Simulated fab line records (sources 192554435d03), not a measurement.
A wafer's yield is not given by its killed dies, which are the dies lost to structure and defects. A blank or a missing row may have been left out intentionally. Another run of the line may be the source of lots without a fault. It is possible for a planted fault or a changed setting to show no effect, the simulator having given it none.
Chamber matching ; flow n5 finfet ; N5_BEOL_M1_PRE_CLEAN_60 on cvd co-01 has 3 sister chambers
The step time 15 s. 14 wafers are shown with their chamber, then 6 later ones without.

WAFERS, EACH WITH ITS CHAMBER
wafer;chamber;heater power w (W)
L288.2;0;99
L288.3;1;99
L288.5;0;100
L289.1;1;96
L289.2;2;64
L289.5;0;97
L291.1;0;98
L291.4;1;97
L291.6;0;98
L292.2;0;99
L292.3;2;65
L292.4;2;65
L294.2;0;96
L294.5;2;64

SIGNATURES, as means of the wafers listed above
reading;chamber 0;chamber 1;chamber 2;scatter within a chamber
heater power w;98.14;97.33;64.50;1.23
Rule: a wafer's distance from a chamber is the root of the sum, over the readings, of the square of ((its reading less the chamber's mean) divided by the reading's scatter). If the next closest chamber is less than 2 further off than the closest, the wafer can't be placed; otherwise it belongs to the closest. The scatter: take each reading less its chamber's mean, square it, sum over the shown wafers, divide by the number of wafers less the number of chambers, and take the root.

WAFERS MISSING THEIR CHAMBER
wafer;heater power w (W)
L294.6;100
L304.1;98
L304.5;98
L304.6;98
L308.2;64
L308.5;98

WHICH CHAMBER EACH ONE RAN IN
wafer;from the rows above;in truth
L294.6;can't be placed: 0 or 1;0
L304.1;can't be placed: 0 or 1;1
L304.5;can't be placed: 0 or 1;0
L304.6;can't be placed: 0 or 1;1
L308.2;2;2
L308.5;can't be placed: 0 or 1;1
Correct placement for 1 of the 6. From these rows, 5 cannot be placed; in 5 the true chamber is one of the candidates. 0 placed wrongly.
